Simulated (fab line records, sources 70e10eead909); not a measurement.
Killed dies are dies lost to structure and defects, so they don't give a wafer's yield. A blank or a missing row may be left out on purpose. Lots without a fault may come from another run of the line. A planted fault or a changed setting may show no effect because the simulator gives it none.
fab line records | flow nand_harc
record lots=14 wafers=42 last_day=34
route steps=1302 shown A_CONTACT@1000
lots that met no fault: from a run of the same line without faults
start_h: hours from the record's first day to the start of the lot's first wafer shown | wait_h: hours since the lot's step before | " the same as in the row above | L1.1+2: a row that stands for several wafers | - no value, or no start given | * or withheld: withheld | < > ~ a bound
route shown NAME@n: a module of which the file shows steps, and the number in the route of the first | usual: mean/standard deviation of fault-free wafers | same: alike in all rows | chamber/n: place in a boat | sites: the reading at each site | _std_site: their standard deviation | _edge_site: outer sites' mean less inner sites' | radius_mm: how far each site lies from the wafer's centre | mask NAME#n: copy n | behind: the tool/chamber that last shaped the wafer | hold: why the lot was held/for how many hours/how that ended | device: the transistor (n, p or np) that didn't switch | end of line: the same wafers' tests at the end of the route | a step without rows: its recipe alone | killed: dies lost to structure and defects at the first sort, not the wafer's yield | map: a wafer's dies, x killed, . not, _ none there
set.NAME: the setting as run; set.NAME@STEP: as run at that earlier step | model.NAME: the simulator's own value behind a step, which no gauge read
steps of the route over a sample of lots; a table a step, a row a wafer
services: from which hour (start_h, from the record's first day; less than 0 if before it) a tool's chamber was out of use, for how many hours, and why
## steps
# step NHARC_A_CONTACT_DESCUM_47
# recipe time_s=3 o2_flow_sccm=200 ar_flow_sccm=0 bias_power_w=0 chemistry=O2
# usual drypump_motor_current_A=5.7/0.46 oes_product_au=0.997/0.0082 rf_vpp_V=57.8/0.92 showerhead_plenum_p_Torr=1.90/0.084 throttle_valve_pct=11.310/0.0091
# columns lot.wafer tool chamber start_h wait_h drypump_motor_current_A oes_product_au rf_hours_counter_h rf_vpp_V showerhead_plenum_p_Torr throttle_valve_pct
L804.1 rie_diel-08 0 506.94 0.1 5.6 1.005 45 57.8 1.84 11.306
L804.2 " 1 " " 6.2 1.014 49 56.3 1.77 11.299
L804.4 " 1 " " 6.2 1.005 - 57.6 1.77 11.315
L803.4 rie_diel-01 0 515.48 0.1 5.0 1.001 18 57.0 1.90 11.309
L803.1 " 2 " " 5.7 0.990 20 57.5 1.84 11.327
L803.3 " 3 " " 5.4 0.995 21 59.0 1.87 11.306
L805.4 rie_diel-01 2 533.75 0.1 5.7 0.995 25 55.7 1.84 11.319
L805.1 " 3 " " 5.4 0.995 26 57.2 1.87 11.290
L805.6 " 1 " " 6.3 0.997 - 58.1 1.92 11.316
L807.4 rie_diel-01 0 554.04 0.1 5.0 0.990 27 58.8 1.90 11.304
L807.1 " 3 " " 5.4 0.988 31 59.0 1.87 11.310
L807.6 " 0 " " 5.0 0.987 - 57.2 1.90 11.327
L808.4 rie_diel-03 2 563.67 0.1 5.6 1.008 27 58.3 1.86 11.315
L808.2 " 3 " " 5.5 1.004 31 56.8 1.85 11.302
L808.6 " 2 " " 5.5 1.007 - 57.6 1.86 11.289
L809.1 rie_diel-01 1 599.10 0.1 6.4 0.999 2 58.6 1.92 11.304
L809.4 " 1 " " 6.3 1.012 - 58.2 1.92 11.317
L809.5 " 3 " " 5.4 1.001 - 56.8 1.86 11.322
L811.2 rie_diel-08 2 599.39 0.1 6.1 0.996 9 58.4 2.07 11.299
L811.1 " 0 " " 5.6 1.006 17 57.6 1.83 11.325
L811.6 " 2 " " 6.1 0.993 - 59.2 2.07 11.305
L810.2 rie_diel-08 2 605.47 0.1 6.1 0.998 13 59.5 2.07 11.315
L810.1 " 0 " " 5.6 1.008 20 57.5 1.83 11.309
L810.5 " 2 " " 6.1 1.000 - 58.8 2.07 11.309
L820.3 rie_diel-01 2 686.96 0.1 5.7 1.000 3 58.1 1.84 11.315
L820.1 " 0 " " 5.0 0.996 18 57.7 1.89 11.320
L820.4 " 1 " " 6.4 1.004 20 58.6 1.91 11.313
L819.3 rie_diel-08 2 687.12 0.1 6.1 0.997 43 58.1 2.06 11.325
L819.4 " 0 " " 5.6 0.992 48 58.8 1.82 11.320
L819.6 " 1 " " 6.2 0.992 - 58.8 2.06 11.318
L821.3 rie_diel-03 2 691.08 0.1 5.6 0.999 15 57.4 1.85 11.316
L821.5 " 0 " " 5.0 0.986 - 59.0 1.94 11.325
L821.6 " 1 " " 5.3 0.972 - 58.2 2.04 11.300
L823.2 rie_diel-01 1 707.64 0.1 6.4 1.015 24 56.8 1.91 11.326
L823.4 " 3 " " 5.4 1.000 23 57.8 1.86 11.307
L823.6 " 1 " " 6.4 1.005 - 58.0 1.91 11.301
L822.3 rie_diel-01 1 720.23 0.1 6.3 1.007 25 57.0 1.91 11.312
L822.1 " 2 " " 5.7 1.005 8 58.1 1.84 11.293
L822.2 " 3 " " 5.4 0.997 24 58.6 1.86 11.315
L824.4 rie_diel-03 1 737.55 0.1 5.3 0.984 - 58.7 2.03 11.312
L824.6 " 2 " " 5.6 0.995 - 57.7 1.85 11.312
L824.5 " 0 " " 5.0 1.001 - 57.3 1.94 11.310
# step NHARC_A_CONTACT_ETCH_49
# recipe target_depth_a=2600 over_etch_frac=0.3 time_s=475.3 ion_energy_ev=200 n2_flow_sccm=150 h2_flow_sccm=150 ar_flow_sccm=0 rf_w=400 bias_w=150 chemistry=N2/H2
# usual bias_w=150.1/0.49 chamber_pressure_mTorr=29.999/0.028 drypump_motor_current_A=5.6/0.46 oes_product_au=0.996/0.0087 rf_vpp_V=430.1/2.5 showerhead_plenum_p_Torr=2.02/0.091 throttle_valve_pct=14.172/0.0078
# columns lot.wafer tool chamber start_h wait_h bias_w chamber_pressure_mTorr drypump_motor_current_A oes_product_au rf_hours_counter_h rf_vpp_V showerhead_plenum_p_Torr throttle_valve_pct
L804.1 rie_diel-08 1 - - 150.3 30.037 6.2 0.986 49 426.0 1.88 14.172
L804.2 " 3 " " 150.7 30.018 5.4 0.991 40 428.4 1.90 14.179
L804.4 " 0 " " 149.0 30.008 5.6 0.990 - 428.5 1.96 14.163
L803.4 rie_diel-01 0 - - 149.8 30.077 5.1 0.978 18 430.2 2.03 14.182
L803.3 " 1 " " 149.8 29.953 6.4 0.990 16 430.2 2.05 14.163
L803.1 " 2 " " 150.0 30.063 5.7 0.989 20 429.2 1.96 14.191
L805.1 rie_diel-01 3 - - 149.9 30.004 5.4 1.000 26 428.7 1.99 14.173
L805.4 " 1 " " 150.4 30.001 6.4 1.007 20 429.0 2.05 14.167
L805.6 " 3 " " 149.8 29.987 5.4 0.990 - 429.3 1.99 14.187
L807.1 rie_diel-01 3 - - 149.7 30.005 5.4 0.993 32 428.5 1.99 14.180
L807.4 " 0 " " 150.3 30.001 5.0 1.006 27 430.3 2.02 14.167
L807.6 " 3 " " 149.5 29.941 5.4 1.002 - 429.1 1.99 14.165
L808.2 rie_diel-03 3 - - 149.7 30.014 5.5 0.998 31 427.8 1.97 14.172
L808.4 " 0 " " 150.4 30.006 5.0 1.001 32 432.7 2.08 14.166
L808.6 " 3 " " 150.4 30.010 5.5 0.992 - 428.9 1.97 14.173
L809.1 rie_diel-01 1 599.36 0.1 149.3 30.030 6.4 1.004 3 430.7 2.04 14.172
L809.4 " 1 " " 149.8 29.966 6.4 1.005 - 430.4 2.04 14.165
L809.5 " 1 " " 149.9 29.977 6.3 1.005 - 430.5 2.04 14.195
L811.1 rie_diel-08 0 - - 149.7 30.025 5.6 0.984 17 427.8 1.95 14.179
L811.2 " 1 " " 150.6 29.992 6.3 0.991 16 434.7 2.21 14.166
L811.6 " 1 " " 150.6 30.040 6.2 1.001 - 435.2 2.21 14.171
L810.2 rie_diel-08 1 - - 149.1 29.969 6.2 0.991 19 436.3 2.21 14.185
L810.1 " 2 " " 149.9 29.983 6.1 0.984 13 434.3 2.21 14.179
L810.5 " 2 " " 150.0 29.961 6.1 0.978 - 434.1 2.21 14.177
L820.1 rie_diel-01 3 - - 150.0 29.992 5.4 0.988 20 427.9 1.98 14.160
L820.3 " 0 " " 148.8 29.984 5.1 0.980 18 429.6 2.02 14.177
L820.4 " 2 " " 149.8 29.978 5.7 0.987 4 427.4 1.96 14.159
L819.3 rie_diel-08 2 - - 150.3 30.018 6.1 0.985 43 434.2 2.20 14.176
L819.4 " 3 " " 149.8 29.997 5.4 0.989 47 426.4 1.88 14.175
L819.6 " 0 " " 150.5 30.019 5.6 0.977 - 426.8 1.94 14.173
L821.3 rie_diel-03 2 - - 150.5 30.013 5.6 0.995 15 429.2 1.97 14.176
L821.5 " 2 " " 150.3 29.978 5.5 0.988 - 429.7 1.97 14.172
L821.6 " 3 " " 150.1 30.008 5.5 1.016 - 428.8 1.95 14.173
L823.4 rie_diel-01 3 - - 149.2 29.999 5.4 0.999 23 429.2 1.98 14.183
L823.2 " 0 " " 150.5 30.005 5.1 0.996 22 430.3 2.02 14.180
L823.6 " 3 " " 149.3 29.998 5.4 1.001 - 429.8 1.98 14.166
L822.2 rie_diel-01 0 - - 150.9 30.001 5.1 0.997 23 430.6 2.02 14.156
L822.3 " 1 " " 150.7 29.958 6.3 1.010 25 428.9 2.04 14.180
L822.1 " 2 " " 150.0 30.015 5.7 1.000 8 429.1 1.96 14.182
L824.6 rie_diel-03 1 - - 149.9 29.992 5.3 0.999 - 434.4 2.17 14.169
L824.5 " 2 " " 150.6 30.065 5.6 1.005 - 428.4 1.97 14.174
L824.4 " 0 " " 149.3 30.022 5.0 0.994 - 430.9 2.06 14.173
# step NHARC_A_CONTACT_ETCH_114
# recipe source_w=withheld pressure_mtorr=20 bias_v=3000 time_s=190 target_depth_a=18500 ar_flow_sccm=withheld c4f8_flow_sccm=withheld o2_flow_sccm=withheld chemistry=C4F8/O2/Ar
# usual chamber_pressure_mTorr=20.000/0.02 oes_air_line_au=1.004/0.022
# columns lot.wafer tool chamber start_h wait_h chamber_pressure_mTorr oes_air_line_au rf_hours_counter_h
L804.2 har_cap_etch-02 1 509.68 0.1 19.993 1.002 78
L804.1 " 0 " " 20.013 0.992 78
L804.4 " 0 " " 20.014 0.982 -
L803.1 har_cap_etch-03 1 517.84 0.1 20.010 1.025 45
L803.4 " 1 " " 19.972 1.052 -
L803.3 " 0 " " 20.013 0.991 -
L805.1 har_cap_etch-01 0 536.10 0.1 20.008 0.999 8
L805.4 " 0 " " 19.995 0.984 -
L805.6 " 0 " " 20.025 0.995 -
L807.1 har_cap_etch-03 1 556.44 0.1 19.976 1.007 55
L807.4 " 0 " " 20.010 1.004 -
L807.6 " 0 " " 20.022 0.964 -
L808.2 har_cap_etch-02 1 566.03 0.1 20.033 1.016 92
L808.4 " 0 " " 20.038 1.023 -
L808.6 " 0 " " 19.991 1.007 -
L811.1 har_cap_etch-03 0 601.81 0.1 19.958 0.987 59
L811.2 " 1 " " 20.010 1.027 59
L811.6 " 1 " " 19.993 0.990 -
L809.1 har_cap_etch-02 1 602.54 0.1 20.009 1.004 95
L809.4 " 1 " " 19.988 1.009 -
L809.5 " 1 " " 20.011 1.016 -
L810.1 har_cap_etch-01 1 607.83 0.1 20.004 1.004 16
L810.2 " 0 " " 20.017 1.001 16
L810.5 " 1 " " 19.993 1.024 -
L820.1 har_cap_etch-02 1 689.35 0.1 19.988 1.006 114
L820.4 " 0 " " 19.989 1.014 -
L820.3 " 1 " " 20.009 1.037 -
L819.4 har_cap_etch-01 0 689.72 0.2 19.998 0.986 -
L819.3 " 1 " " 20.005 0.989 -
L819.6 " 0 " " 19.978 0.996 -
L821.3 har_cap_etch-03 1 693.47 0.1 19.990 1.012 -
L821.5 " 1 " " 19.994 1.015 -
L821.6 " 0 " " 19.992 1.017 -
L823.2 har_cap_etch-03 0 710.00 0.1 20.033 0.971 82
L823.4 " 0 " " 20.013 1.022 -
L823.6 " 0 " " 20.002 1.019 -
L822.2 har_cap_etch-03 1 722.59 0.1 20.037 0.971 84
L822.1 " 0 " " 19.977 0.984 84
L822.3 " 1 " " 20.013 1.058 -
L824.4 har_cap_etch-02 0 740.58 0.1 19.997 1.030 -
L824.5 " 0 " " 19.976 1.015 -
L824.6 " 1 " " 19.994 0.970 -
# step NHARC_A_CONTACT_ETCH_115
# recipe source_w=withheld pressure_mtorr=20 bias_v=3000 time_s=190 target_depth_a=18500 ar_flow_sccm=withheld c4f8_flow_sccm=withheld o2_flow_sccm=withheld chemistry=C4F8/O2/Ar
# usual chamber_pressure_mTorr=20.000/0.02 oes_air_line_au=1.000/0.021
# columns lot.wafer tool chamber start_h wait_h chamber_pressure_mTorr oes_air_line_au rf_hours_counter_h
L804.2 har_cap_etch-02 1 509.85 0.1 20.025 0.976 79
L804.1 " 0 " " 20.011 1.001 79
L804.4 " 0 " " 20.000 1.010 -
L803.1 har_cap_etch-03 1 518.01 0.1 19.984 1.006 46
L803.4 " 1 " " 19.960 1.014 -
L803.3 " 0 " " 19.996 0.993 -
L805.1 har_cap_etch-01 0 536.27 0.1 20.011 0.977 8
L805.4 " 0 " " 19.981 1.013 -
L805.6 " 0 " " 19.991 0.997 -
L807.1 har_cap_etch-03 1 556.61 0.1 20.006 0.985 55
L807.4 " 0 " " 20.004 0.993 -
L807.6 " 0 " " 20.038 1.017 -
L808.2 har_cap_etch-02 1 566.20 0.1 19.981 0.984 92
L808.4 " 0 " " 20.015 1.015 -
L808.6 " 0 " " 19.994 0.990 -
L811.1 har_cap_etch-03 0 601.98 0.1 20.011 1.040 60
L811.2 " 1 " " 20.002 0.994 60
L811.6 " 1 " " 19.964 0.994 -
L809.1 har_cap_etch-02 1 602.71 0.1 - - -
L809.4 " 1 " " - - -
L809.5 " 1 " " - - -
L810.1 har_cap_etch-01 1 608.00 0.1 - - -
L810.2 " 0 " " - - -
L810.5 " 1 " " - - -
L820.1 har_cap_etch-02 1 689.52 0.1 19.990 0.994 114
L820.4 " 0 " " 19.968 0.991 -
L820.3 " 1 " " 19.973 1.023 -
L819.4 har_cap_etch-01 0 689.95 0.2 19.996 0.976 -
L819.3 " 1 " " 20.023 1.004 -
L819.6 " 0 " " 20.007 0.976 -
L821.3 har_cap_etch-03 1 693.64 0.1 20.028 0.994 -
L821.5 " 1 " " 20.043 1.014 -
L821.6 " 0 " " 20.044 0.987 -
L823.2 har_cap_etch-03 0 710.17 0.1 19.995 1.005 82
L823.4 " 0 " " 20.024 0.999 -
L823.6 " 0 " " 19.988 1.005 -
L822.2 har_cap_etch-03 1 722.77 0.1 19.982 1.025 84
L822.1 " 0 " " 20.019 0.999 84
L822.3 " 1 " " 20.006 0.977 -
L824.4 har_cap_etch-02 0 740.75 0.1 19.969 0.960 -
L824.5 " 0 " " 19.954 0.985 -
L824.6 " 1 " " 20.001 0.974 -
## services
# columns tool chamber start_h hours kind
rie_diel-01 0 488.38 - clean
rie_diel-01 1 488.38 - clean
rie_diel-01 2 488.38 - clean
rie_diel-01 3 488.38 - clean
har_cap_etch-01 - 497.00 17.0 pm
rie_diel-03 - 497.64 0.5 repair
rie_diel-08 2 499.32 11.7 repair
rie_diel-01 0 513.21 - clean
rie_diel-01 1 513.21 - clean
rie_diel-01 2 513.21 - clean
rie_diel-01 3 513.21 - clean
har_cap_etch-01 - 521.48 0.5 repair
rie_diel-01 0 537.71 - clean
rie_diel-01 1 537.71 - clean
rie_diel-03 - 541.18 0.5 repair
rie_diel-01 - 558.38 9.0 pm
rie_diel-01 2 582.28 79.9 repair
rie_diel-01 0 588.77 4.8 repair
har_cap_etch-01 - 619.31 0.4 repair
rie_diel-03 - 635.94 9.0 pm
rie_diel-01 - 650.49 0.4 repair
rie_diel-08 - 726.77 9.0 pm
rie_diel-01 - 735.38 9.0 pm
rie_diel-03 3 736.79 3.6 repair
## key
first_sign step=NHARC_A_CONTACT_ETCH_115 reading=tool_record direction=missing
effect none on later readings
met_at NHARC_A_CONTACT_ETCH_115
struck_lots L809,L810
later_rows_left_out L809.1,L809.4,L809.5,L810.1,L810.2,L810.5
sort_left_out L809.1,L809.4,L809.5,L810.1,L810.2,L810.5
tester_left_out L809,L810
not_acting_at NHARC_A_CONTACT_DESCUM_47,NHARC_A_CONTACT_ETCH_49,NHARC_A_CONTACT_ETCH_114
onset_between 566.20 602.71
fault kind=skipped_step_whole tool=har_cap_etch-01,har_cap_etch-02 chamber=- onset_h=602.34 steps=NHARC_A_CONTACT_ETCH_115 scope=struck_lots_only
# tester_left_out: of these lots the tester's yield and bins aren't shown, on N5 and GAA mostly nor the transistor test; their killed dies are dies lost to structure and defects alone, not to doping, threshold or leakage, so they don't give the yield
# sort_left_out: the simulated sort isn't trusted on such a fault, so these wafers' sort isn't shown, and their yield isn't known
# later_rows_left_out: the simulator's readings of these wafers behind a module that went badly wrong aren't trusted and aren't shown, but for the sort
